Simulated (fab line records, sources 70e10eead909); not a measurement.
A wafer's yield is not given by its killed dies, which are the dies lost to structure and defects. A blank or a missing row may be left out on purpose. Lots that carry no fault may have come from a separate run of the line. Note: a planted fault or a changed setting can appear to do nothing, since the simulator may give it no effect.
fab line records	flow nand_harc
[record] lots = 7	wafers = 21	last_day = 23
route steps=1159 shown P_M0@262 END@1159
lots that met no fault: taken from a fault-free run of the same line
start_h: the number of hours between the record's first day and the start of the first shown wafer of the lot	wait_h: hours elapsed since this lot's preceding step	" repeats the value in the row above	L1.1+2: several wafers, shown together as one row	- either no value or no given start	* or withheld: withheld	< > ~ a bound
route shown NAME@n: NAME is a module with steps in the file, n the number in the route of the first one	usual: the fault-free wafers' mean and standard deviation	same: alike in all rows	chamber/n: place in a boat	sites: per-site readings	_std_site: how widely they spread, as a standard deviation	_edge_site: inner sites' mean taken away from outer sites' mean	radius_mm: for every site, how far away it sits from the centre of the wafer	mask NAME#n: copy n	behind: the most recent tool/chamber to have shaped the wafer	hold: reason for holding the lot/hours on hold/outcome of the hold	device: whichever transistor did not switch (one of n, p or np)	end of line: the same wafers' tests at the end of the route	a step with no rows: only its recipe	killed: not the wafer's yield, but the dies lost to structure and defects at the first sort	map: a wafer's dies, marking killed ones x, the rest . and places with no die _
set.NAME: setting as actually run; set.NAME@STEP: the setting as run at that earlier step	model.NAME: the simulator's own value behind a step, which no gauge read
lots at selected steps of the route; one table per step, one row per wafer
services: when a tool's chamber went out of use (start_h, in hours from the record's first day, below 0 if earlier), for how many hours, and the reason
[[steps]]
[step NHARC_P_M0_DEVELOP_08]
[recipe] develop_time_s = 35	dev_temp_c = 23
[step NHARC_P_M0_CD_MEAS_09]
[recipe] target_cd_nm = 90	landing_energy_ev = 500
[usual] cd_nm = 89.6/0.59
lot.wafer	tool	chamber	start_h	wait_h	cd_nm
L476.1	cd_sem-01	0	148.41	-	90.8
L476.2	"	0	"	"	90.5
L476.4	"	0	"	"	89.1
L478.3	cd_sem-01	0	161.41	-	89.3
L478.4	"	0	"	"	88.9
L478.6	"	0	"	"	89.7
L479.2	cd_sem-02	0	162.55	-	89.4
L479.4	"	0	"	"	88.2
L479.6	"	0	"	"	89.8
L482.2	cd_sem-01	0	180.27	-	88.6
L482.3	"	0	"	"	89.3
L482.4	"	0	"	"	88.6
L484.2	cd_sem-02	0	195.63	-	89.6
L484.4	"	0	"	"	88.8
L484.6	"	0	"	"	89.4
L486.1	cd_sem-02	0	210.19	-	89.2
L486.2	"	0	"	"	89.5
L486.3	"	0	"	"	88.6
L487.1	cd_sem-02	0	217.44	-	90.0
L487.3	"	0	"	"	90.2
L487.5	"	0	"	"	89.4
[step NHARC_P_M0_OVL_MEAS_10]
[recipe] pitch_nm = 180
[usual] overlay_x_nm = 0.0/0.88	overlay_y_nm = 0.1/0.87
lot.wafer	tool	chamber	start_h	wait_h	overlay_x_nm	overlay_y_nm
L476.1	overlay-02	-	148.50	-	0.4	0.7
L476.2	"	-	"	"	0.2	0.4
L476.4	"	-	"	"	0.5	0.5
L478.3	overlay-01	-	161.50	-	1.4	-1.8
L478.4	"	-	"	"	0.5	-1.6
L478.6	"	-	"	"	0.1	-2.0
L479.2	overlay-02	-	162.64	-	-0.5	0.0
L479.4	"	-	"	"	-0.8	0.7
L479.6	"	-	"	"	-0.7	-0.3
L482.2	overlay-01	-	180.36	-	-1.3	0.1
L482.3	"	-	"	"	-1.3	0.0
L482.4	"	-	"	"	-1.0	0.2
L484.2	overlay-01	-	195.71	-	0.1	-0.9
L484.4	"	-	"	"	0.0	-1.1
L484.6	"	-	"	"	-0.5	-1.0
L486.1	overlay-02	-	210.28	-	0.1	-2.4
L486.2	"	-	"	"	0.1	-2.3
L486.3	"	-	"	"	0.3	-1.8
L487.1	overlay-02	-	217.53	-	0.0	1.7
L487.3	"	-	"	"	-0.2	2.1
L487.5	"	-	"	"	0.2	1.8
[step NHARC_P_M0_INSPECT_11]
[usual] raw_defect_count = 4.3/2.4
lot.wafer	tool	chamber	start_h	wait_h	raw_defect_count
L476.1	defect_inspect-02	-	148.54	0.0	2
L476.2	"	-	"	"	1
L476.4	"	-	"	"	5
L478.3	defect_inspect-01	-	161.53	0.0	1
L478.4	"	-	"	"	3
L478.6	"	-	"	"	6
L479.2	defect_inspect-01	-	162.67	0.0	5
L479.4	"	-	"	"	5
L479.6	"	-	"	"	3
L482.2	defect_inspect-02	-	180.39	0.0	12
L482.3	"	-	"	"	4
L482.4	"	-	"	"	3
L484.2	defect_inspect-02	-	195.75	0.0	5
L484.4	"	-	"	"	2
L484.6	"	-	"	"	3
L486.1	defect_inspect-01	-	210.31	0.0	3
L486.2	"	-	"	"	4
L486.3	"	-	"	"	5
L487.1	defect_inspect-01	-	217.56	0.0	3
L487.3	"	-	"	"	2
L487.5	"	-	"	"	7
[step NHARC_P_M0_DESCUM_14]
[recipe] time_s = 3	o2_flow_sccm = 200	ar_flow_sccm = 0	bias_power_w = 0	chemistry = O2
[usual] drypump_motor_current_A = 5.5/0.39	mfc_ar_sccm = 0.007/0.0094	oes_product_au = 1.007/0.0073	rf_vpp_V = 57.8/0.89	showerhead_plenum_p_Torr = 1.92/0.092	throttle_valve_pct = 11.311/0.0095
lot.wafer	tool	chamber	start_h	wait_h	drypump_motor_current_A	mfc_ar_sccm	oes_product_au	rf_hours_counter_h	rf_vpp_V	showerhead_plenum_p_Torr	throttle_valve_pct
L476.1	rie_diel-07	2	148.60	0.1	5.8	0	1.005	7	57.3	2.00	11.309
L476.4	"	3	"	"	5.3	0	1.005	6	56.1	1.79	11.309
L476.2	"	1	"	"	5.3	0	0.994	6	58.1	2.02	11.316
L478.4	rie_diel-07	2	161.59	0.1	5.7	0	1.009	8	59.1	2.00	11.307
L478.3	"	1	"	"	5.2	0	0.998	7	57.2	2.02	11.300
L478.6	"	2	"	"	5.8	0	1.022	-	57.7	2.00	11.295
L479.4	rie_diel-13	1	162.73	0.1	4.8	0.003	1.010	3	55.7	1.86	11.308
L479.2	"	0	"	"	5.9	0.016	1.007	3	56.0	1.80	11.312
L479.6	"	1	"	"	4.8	0.003	1.019	-	57.6	1.86	11.307
L482.3	rie_diel-02	0	180.45	0.1	6.2	0.005	1.004	1	58.1	1.94	11.314
L482.2	"	1	"	"	5.6	0	1.014	1	58.5	2.07	11.322
L482.4	"	2	"	"	5.7	0.008	1.009	1	58.3	1.92	11.320
L484.2	rie_diel-02	0	195.82	0.1	6.3	0.005	1.004	2	58.8	1.94	11.308
L484.4	"	0	"	"	6.3	0.005	1.013	-	56.3	1.94	11.326
L484.6	"	1	"	"	5.6	0	1.014	-	59.6	2.07	11.311
L486.2	rie_diel-13	3	210.37	0.1	5.4	0	1.001	7	56.7	1.84	11.308
L486.1	"	0	"	"	5.8	0.016	1.003	7	58.1	1.79	11.304
L486.3	"	1	"	"	4.8	0.003	1.015	7	57.3	1.85	11.336
L487.3	rie_diel-13	3	217.63	0.1	5.4	0	1.007	8	57.4	1.84	11.313
L487.1	"	1	"	"	4.8	0.003	1.017	8	57.2	1.85	11.328
L487.5	"	3	"	"	5.4	0	0.999	-	57.6	1.84	11.317
[step NHARC_P_M0_ETCH_34]
[recipe] target_depth_a = 400	overetch_a = 120	time_s = 43.94	ion_energy_ev = 200	n2_flow_sccm = 150	h2_flow_sccm = 150	ar_flow_sccm = 0	rf_w = 400	bias_w = 150	chemistry = N2/H2
[usual] drypump_motor_current_A = 5.5/0.38	mfc_ar_sccm = 0.007/0.0096	oes_product_au = 1.007/0.0092	rf_fwd_power_W = 395.7/1.5	rf_vpp_V = 430.8/2.9	showerhead_plenum_p_Torr = 2.05/0.099	throttle_valve_pct = 14.171/0.0082
lot.wafer	tool	chamber	start_h	wait_h	drypump_motor_current_A	mfc_ar_sccm	oes_product_au	rf_fwd_power_W	rf_hours_counter_h	rf_vpp_V	showerhead_plenum_p_Torr	throttle_valve_pct
L476.2	rie_diel-07	1	148.68	0.1	5.2	0	0.990	396.2	6	431.9	2.16	14.183
L476.1	"	3	"	"	5.3	0	1.004	398.6	6	426.4	1.90	14.162
L476.4	"	0	"	"	5.0	0	0.986	395.9	6	432.8	2.09	14.174
L478.4	rie_diel-07	0	161.68	0.1	5.0	0	0.994	396.7	7	431.8	2.09	14.165
L478.3	"	1	"	"	5.2	0	0.983	397.8	7	434.7	2.16	14.176
L478.6	"	0	"	"	5.0	0	0.989	395.2	-	431.3	2.09	14.167
L479.4	rie_diel-13	0	162.83	0.1	5.9	0.016	0.998	395.4	3	427.4	1.91	14.180
L479.2	"	1	"	"	4.8	0.003	1.002	394.6	3	428.3	1.98	14.162
L479.6	"	3	"	"	5.4	0	0.992	397.1	-	428.0	1.96	14.162
L482.3	rie_diel-02	3	180.54	0.1	5.4	0	1.016	395.1	1	432.8	2.13	14.158
L482.2	"	1	"	"	5.6	0	1.026	395.2	1	435.5	2.21	14.178
L482.4	"	2	"	"	5.7	0.008	1.010	397.9	1	431.4	2.04	14.174
L484.2	rie_diel-02	2	195.92	0.1	5.6	0.008	1.014	396.6	2	431.7	2.04	14.176
L484.4	"	1	"	"	5.6	0	1.025	393.7	-	433.1	2.21	14.161
L484.6	"	2	"	"	5.6	0.008	1.013	396.7	-	431.2	2.04	14.160
L486.2	rie_diel-13	2	210.46	0.1	5.4	0.029	1.017	396.7	7	434.4	2.14	14.168
L486.3	"	0	"	"	5.9	0.016	1.019	396.0	7	426.6	1.91	14.164
L486.1	"	1	"	"	4.8	0.003	1.003	394.6	7	428.4	1.97	14.175
L487.1	rie_diel-13	3	217.72	0.1	5.4	0	0.996	395.8	8	428.7	1.95	14.169
L487.3	"	0	"	"	5.8	0.016	1.006	396.1	8	426.1	1.91	14.175
L487.5	"	2	"	"	5.4	0.029	1.025	394.2	-	433.3	2.14	14.193
[step NHARC_P_M0_ETCH_15]
[recipe] target_depth_a = 1500	overetch_a = 150	time_s = 82.5	c4f8_flow_sccm = withheld	ar_flow_sccm = 400	rf_w = 600	bias_w = 300	chemistry = C4F8/Ar
[usual] oes_product_au = 0.965/0.019	rf_fwd_power_W = 596.2/1.7	rf_vpp_V = 441.1/2.9
lot.wafer	tool	chamber	start_h	wait_h	oes_product_au	rf_fwd_power_W	rf_hours_counter_h	rf_vpp_V
L476.1	rie_diel-07	2	-	-	0.972	596.9	7	443.1
L476.2	"	3	"	"	0.964	598.7	6	436.5
L476.4	"	0	"	"	0.973	594.7	7	442.4
L478.3	rie_diel-07	3	-	-	0.932	595.7	7	438.0
L478.4	"	2	"	"	0.931	596.0	8	442.2
L478.6	"	0	"	"	0.918	596.8	-	442.5
L479.2	rie_diel-13	3	-	-	0.961	599.7	4	438.2
L479.4	"	1	"	"	0.968	593.4	3	439.2
L479.6	"	3	"	"	0.955	597.9	-	436.8
L482.3	rie_diel-02	0	-	-	0.968	598.0	1	442.8
L482.4	"	2	"	"	0.975	595.8	1	440.0
L482.2	"	3	"	"	0.987	594.9	1	444.4
L484.2	rie_diel-02	0	-	-	0.956	598.0	2	442.0
L484.6	"	1	"	"	0.982	598.0	-	446.6
L484.4	"	0	"	"	0.968	597.5	-	442.8
L486.1	rie_diel-13	0	-	-	0.968	594.4	7	439.0
L486.3	"	2	"	"	0.972	599.5	7	442.7
L486.2	"	3	"	"	0.946	594.4	7	438.7
L487.3	rie_diel-13	2	-	-	0.977	593.5	7	443.3
L487.1	"	3	"	"	0.948	595.0	8	437.9
L487.5	"	2	"	"	0.969	597.0	-	443.3
[step NHARC_P_M0_CD_MEAS_16]
[usual] cd_nm = 89.6/0.8
lot.wafer	tool	chamber	start_h	wait_h	cd_nm
L476.1	cd_sem-03	-	148.90	-	90.0
L476.2	"	-	"	"	90.3
L476.4	"	-	"	"	89.4
L478.3	cd_sem-03	-	161.90	-	88.5
L478.4	"	-	"	"	88.3
L478.6	"	-	"	"	89.3
L479.2	cd_sem-02	-	163.04	-	89.8
L479.4	"	-	"	"	89.1
L479.6	"	-	"	"	89.5
L482.2	cd_sem-03	-	180.76	-	88.2
L482.3	"	-	"	"	90.1
L482.4	"	-	"	"	89.4
L484.2	cd_sem-02	-	196.16	-	90.6
L484.4	"	-	"	"	90.4
L484.6	"	-	"	"	90.0
L486.1	cd_sem-03	-	210.67	-	89.5
L486.2	"	-	"	"	88.5
L486.3	"	-	"	"	88.8
L487.1	cd_sem-03	-	217.92	-	89.5
L487.3	"	-	"	"	90.2
L487.5	"	-	"	"	88.5
[step NHARC_P_M0_STRIP_18]
[recipe] power_w = 1000	n2_flow_sccm = 150	h2_flow_sccm = 150	ar_flow_sccm = 0	bias_w = 0	chemistry = N2/H2
[step NHARC_P_M0_STRIP_19]
[recipe] time_s = 600	temp_c = 30	chemistry = post_etch_residue_remover
[step NHARC_P_M0_DEGAS_28]
[recipe] temp_c = 250	time_s = 60
[usual] heater_power_w = 355/41
lot.wafer	tool	chamber	start_h	wait_h	heater_power_w
L476.2	pvd_sputter-02	-	149.52	-	297
L476.1	"	-	"	"	451
L476.4	"	-	"	"	374
L478.4	pvd_sputter-02	-	162.51	-	291
L478.3	"	-	"	"	364
L478.6	"	-	"	"	297
L479.2	pvd_sputter-02	-	163.65	-	298
L479.4	"	-	"	"	453
L479.6	"	-	"	"	295
L482.3	pvd_sputter-01	-	181.37	-	366
L482.2	"	-	"	"	329
L482.4	"	-	"	"	365
L484.2	pvd_sputter-03	-	196.78	-	355
L484.4	"	-	"	"	334
L484.6	"	-	"	"	357
L486.2	pvd_sputter-01	-	211.30	-	363
L486.3	"	-	"	"	344
L486.1	"	-	"	"	369
L487.3	pvd_sputter-01	-	218.59	-	344
L487.1	"	-	"	"	362
L487.5	"	-	"	"	361
[step NHARC_P_M0_PRE_CLEAN_29]
[recipe] time_s = 30	temp_c = 280	gas = H2/He
[step NHARC_P_M0_PVD_20]
[recipe] target_thk_a = 50	bias_v = 168.6	power_w = 15000	chamber_pressure_pa = 0.12	time_s = 8.06	substrate_temp_c = 50	material = TaN
[usual] throttle_valve_pct = 30.2/0.98
lot.wafer	tool	chamber	start_h	wait_h	throttle_valve_pct
L476.4	pvd_sputter-02	-	149.63	-	31.1
L476.2	"	-	"	"	30.4
L476.1	"	-	"	"	28.2
L478.3	pvd_sputter-02	-	162.64	-	31.3
L478.4	"	-	"	"	30.5
L478.6	"	-	"	"	31.2
L479.4	pvd_sputter-02	-	163.76	-	28.6
L479.2	"	-	"	"	30.5
L479.6	"	-	"	"	31.3
L479.4	pvd_sputter-02	-	164.03	-	28.5
L479.2	"	-	"	"	30.5
L479.6	"	-	"	"	31.3
L482.3	pvd_sputter-01	-	181.48	-	30.6
L482.4	"	-	"	"	30.1
L482.2	"	-	"	"	28.4
L482.3	pvd_sputter-01	-	181.75	-	30.6
L482.4	"	-	"	"	30.2
L482.2	"	-	"	"	29.1
L484.4	pvd_sputter-03	-	196.89	-	31.1
L484.2	"	-	"	"	28.3
L484.6	"	-	"	"	28.3
L486.1	pvd_sputter-01	-	211.40	-	30.7
L486.3	"	-	"	"	30.8
L486.2	"	-	"	"	30.0
L486.1	pvd_sputter-01	-	211.67	-	30.6
L486.3	"	-	"	"	30.4
L486.2	"	-	"	"	30.0
L487.3	pvd_sputter-01	-	218.72	-	28.7
L487.1	"	-	"	"	30.7
L487.5	"	-	"	"	30.3
[step NHARC_P_M0_PVD_21]
[recipe] target_thk_a = 300	chamber_pressure_pa = 5	power_w = 5000	substrate_temp_c = 30	time_s = 20.49	material = Cu
[usual] throttle_valve_pct = 30.2/0.94
lot.wafer	tool	chamber	start_h	wait_h	throttle_valve_pct
L476.4	pvd_sputter-02	-	-	-	28.7
L476.1	"	-	"	"	31.0
L476.2	"	-	"	"	30.4
L478.3	pvd_sputter-02	-	-	-	31.1
L478.4	"	-	"	"	30.7
L478.6	"	-	"	"	30.5
L479.4	pvd_sputter-02	-	-	-	31.0
L479.2	"	-	"	"	28.4
L479.6	"	-	"	"	31.0
L482.2	pvd_sputter-01	-	-	-	29.8
L482.3	"	-	"	"	29.0
L482.4	"	-	"	"	30.9
L484.4	pvd_sputter-03	-	-	-	28.3
L484.2	"	-	"	"	30.7
L484.6	"	-	"	"	31.5
L486.3	pvd_sputter-01	-	-	-	28.4
L486.1	"	-	"	"	30.7
L486.2	"	-	"	"	30.1
L487.3	pvd_sputter-01	-	-	-	30.1
L487.1	"	-	"	"	28.5
L487.5	"	-	"	"	30.2
[step NHARC_END_SORT_01]
[recipe] temp_c = 25
[usual] defect_limited_yield = 95.1/1.3	killed_at_array = 29/8.4	killed_at_other = 0.7/1.2	killed_at_periphery = 3.8/2.1	killed_dies = 33/9	killed_open = 3.4/2	killed_short = 2.1/1.4	sort_bin_2_pct = 1.5/0.56	sort_bin_3_pct = 0.26/0.2	sort_bin_4_pct = 3.1/0.91	sort_n_pass = 644/9	sort_rim_yield_pct = 96.2/2.2	sort_yield_pct = 95.1/1.3
[same] gross_dies = 677	sort_bin_5_pct[%] = 0	sort_bin_6_pct[%] = 0	sort_bin_7_pct[%] = 0	sort_bin_8_pct[%] = 0	sort_rim_n_gross = 106.00
lot.wafer	tool	chamber	start_h	wait_h	defect_limited_yield[%]	killed_at_array	killed_at_other	killed_at_periphery	killed_dies	killed_open	killed_short	sort_bin_2_pct[%]	sort_bin_3_pct[%]	sort_bin_4_pct[%]	sort_n_pass	sort_rim_yield_pct[%]	sort_yield_pct[%]
L482.2	prober-02	0	519.68	2.8	95.4	24	0	7	31	1	1	1.2	0.30	3.1	646	94.3	95.4
L482.3	prober-02	0	520.48	3.1	96.8	21	0	1	22	4	1	0.9	0.15	2.2	655	96.2	96.8
L482.4	prober-02	0	521.27	3.4	95.1	31	0	2	33	2	2	1.9	0.15	2.8	644	96.2	95.1
L484.2	prober-01	0	519.75	2.8	95.0	31	1	2	34	4	2	0.7	0.30	4.0	643	99.1	95.0
L484.4	prober-01	0	521.35	3.4	96.0	26	0	1	27	2	2	1.3	0.44	2.2	650	100.0	96.0
L484.6	prober-01	0	522.95	4.0	95.6	27	0	3	30	2	5	1.0	0.44	3.0	647	96.2	95.6
L486.1	prober-02	0	534.46	2.5	95.6	28	0	2	30	5	1	1.8	0.15	2.5	647	93.4	95.6
L486.2	prober-02	0	535.26	2.8	95.9	26	0	2	28	3	2	1.2	0.30	2.7	649	98.1	95.9
L486.3	prober-02	0	536.06	3.1	95.1	30	0	3	33	6	1	1.5	0.30	3.1	644	99.1	95.1
L487.1	prober-02	0	542.27	2.5	96.0	22	2	3	27	8	2	1.3	0.30	2.4	650	95.3	96.0
L487.3	prober-02	0	543.85	3.1	97.2	14	1	4	19	2	3	1.3	0	1.5	658	99.1	97.2
L487.5	prober-02	0	545.43	3.7	96.9	13	3	5	21	2	1	1.3	0.15	1.6	656	98.1	96.9
// killed by level:class
L482.2 A_SLIT:chamber_film_flake=14 A_CONTACT:chamber_film_flake=7 P_CONTACT:chamber_film_flake=5 A_CHANNEL_HOLE_D1:chamber_film_flake=2 P_GATE:geometric_particle:open=1 P_CONTACT:geometric_particle:short=1 A_STAIRCASE:chamber_film_flake=1
L484.2 A_SLIT:chamber_film_flake=14 A_CHANNEL_HOLE_D1:chamber_film_flake=6 A_STAIRCASE:chamber_film_flake=4 A_CONTACT:chamber_film_flake=3 P_CONTACT:geometric_particle:open=1 A_SGD_CUT:geometric_particle:short=1 A_WL_FILL:geometric_particle:short=1 A_WL_FILL:geometric_particle:open=1
L482.3 A_SLIT:chamber_film_flake=10 A_CONTACT:chamber_film_flake=3 A_ONON_D1:geometric_particle:open=2 A_CHANNEL_HOLE_D1:chamber_film_flake=2 A_CHANNEL_FILL_D1:geometric_particle:open=1 A_WL_FILL:geometric_particle:short=1 A_M1:geometric_particle:open=1 P_CONTACT:chamber_film_flake=1
L482.4 A_SLIT:chamber_film_flake=18 A_CHANNEL_HOLE_D1:chamber_film_flake=4 A_CONTACT:chamber_film_flake=3 P_M2:geometric_particle:short=1 A_ONON_D1:geometric_particle:open=1 A_CHANNEL_HOLE_D1:geometric_particle:short=1 A_SGD_CUT:geometric_particle:open=1 P_M0:chamber_film_flake=1
L484.4 A_SLIT:chamber_film_flake=14 A_CHANNEL_HOLE_D1:chamber_film_flake=3 A_STAIRCASE:chamber_film_flake=3 A_ONON_D1:geometric_particle:short=1 A_CONTACT:geometric_particle:open=1 A_BLC:geometric_particle:short=1 A_M0:geometric_particle:open=1 P_STI:chamber_film_flake=1
L484.6 A_SLIT:chamber_film_flake=12 A_CHANNEL_HOLE_D1:chamber_film_flake=4 A_STAIRCASE:chamber_film_flake=4 P_CONTACT:geometric_particle:short=2 A_ONON_D1:geometric_particle:short=1 A_CHANNEL_FILL_D1:geometric_particle:short=1 A_CONTACT:geometric_particle:open=1 A_CONTACT:geometric_particle:short=1
L486.1 A_CHANNEL_HOLE_D1:chamber_film_flake=20 A_WL_FILL:geometric_particle:open=2 A_M1:chamber_film_flake=2 P_STI:geometric_particle:short=1 P_M0:geometric_particle:open=1 A_CONTACT:geometric_particle:open=1 A_M0:geometric_particle:open=1 A_WL_FILL:chamber_film_flake=1
L486.2 A_CHANNEL_HOLE_D1:chamber_film_flake=17 A_STAIRCASE:chamber_film_flake=3 A_WL_FILL:geometric_particle:open=2 P_M0:geometric_particle:short=1 A_CHANNEL_FILL_D1:geometric_particle:open=1 A_CHANNEL_FILL_D1:geometric_particle:short=1 P_GATE:chamber_film_flake=1 A_CONTACT:chamber_film_flake=1
L486.3 A_CHANNEL_HOLE_D1:chamber_film_flake=20 A_STAIRCASE:chamber_film_flake=4 A_CONTACT:geometric_particle:open=3 P_M0:geometric_particle:open=2 A_ZERO_WELL:chamber_film_flake=2 P_CONTACT:geometric_particle:open=1 A_CHANNEL_FILL_D1:geometric_particle:short=1
L487.1 A_CHANNEL_HOLE_D1:chamber_film_flake=8 A_STAIRCASE:chamber_film_flake=3 A_WL_FILL:geometric_particle:open=2 A_WL_FILL:chamber_film_flake=2 THIN_TSV:chamber_film_flake=2 P_GATE:geometric_particle:open=1 P_CONTACT:geometric_particle:open=1 A_CHANNEL_HOLE_D1:geometric_particle:open=1
L487.3 A_WL_FILL:chamber_film_flake=5 A_CHANNEL_HOLE_D1:chamber_film_flake=4 A_CONTACT:chamber_film_flake=2 P_GATE:geometric_particle:open=1 P_CONTACT:geometric_particle:short=1 P_M0:geometric_particle:short=1 A_ONON_D1:geometric_particle:short=1 A_M1:geometric_particle:open=1
L487.5 A_CHANNEL_HOLE_D1:chamber_film_flake=5 P_GATE:chamber_film_flake=3 A_WL_FILL:chamber_film_flake=3 A_CONTACT:chamber_film_flake=2 THIN_TSV:chamber_film_flake=2 P_M1:geometric_particle:open=1 A_CONTACT:geometric_particle:open=1 A_CONTACT:geometric_particle:short=1
[[services]]
tool	chamber	start_h	hours	kind
rie_diel-13	-	124.94	0.6	repair
rie_diel-13	1	130.94	3.4	repair
pvd_sputter-01	-	131.86	4.7	repair
rie_diel-13	0	132.61	-	clean
rie_diel-13	2	132.61	-	clean
rie_diel-13	3	132.61	-	clean
pvd_sputter-01	-	145.07	0.5	repair
pvd_sputter-03	-	145.44	7.4	repair
rie_diel-02	0	150.86	5.7	repair
rie_diel-02	-	150.93	9.0	pm
rie_diel-13	0	157.11	-	clean
rie_diel-13	1	157.11	-	clean
rie_diel-13	2	157.11	-	clean
rie_diel-13	3	157.11	-	clean
pvd_sputter-01	-	158.01	10.0	pm
rie_diel-13	2	165.69	7.5	repair
pvd_sputter-03	-	180.58	0.6	repair
rie_diel-13	0	181.61	-	clean
rie_diel-13	1	181.61	-	clean
rie_diel-13	-	185.68	0.6	repair
rie_diel-02	3	187.89	64.5	repair
rie_diel-02	1	200.12	6.8	repair
pvd_sputter-02	-	214.00	10.0	pm
pvd_sputter-01	-	214.17	1.6	repair
[[key]]
[first_sign] step = NHARC_P_M0_PVD_20	reading = visit	direction = added
effect none on later readings
met_at NHARC_P_M0_PVD_20
struck_wafers L479.2,L479.4,L479.6,L482.2,L482.3,L482.4,L486.1,L486.2,L486.3
[fault] kind = repeated_step_whole	tool = pvd_sputter-01,pvd_sputter-02,pvd_sputter-03	chamber = -	onset_h = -	steps = NHARC_P_M0_PVD_20	times = 1	scope = struck_lots_only
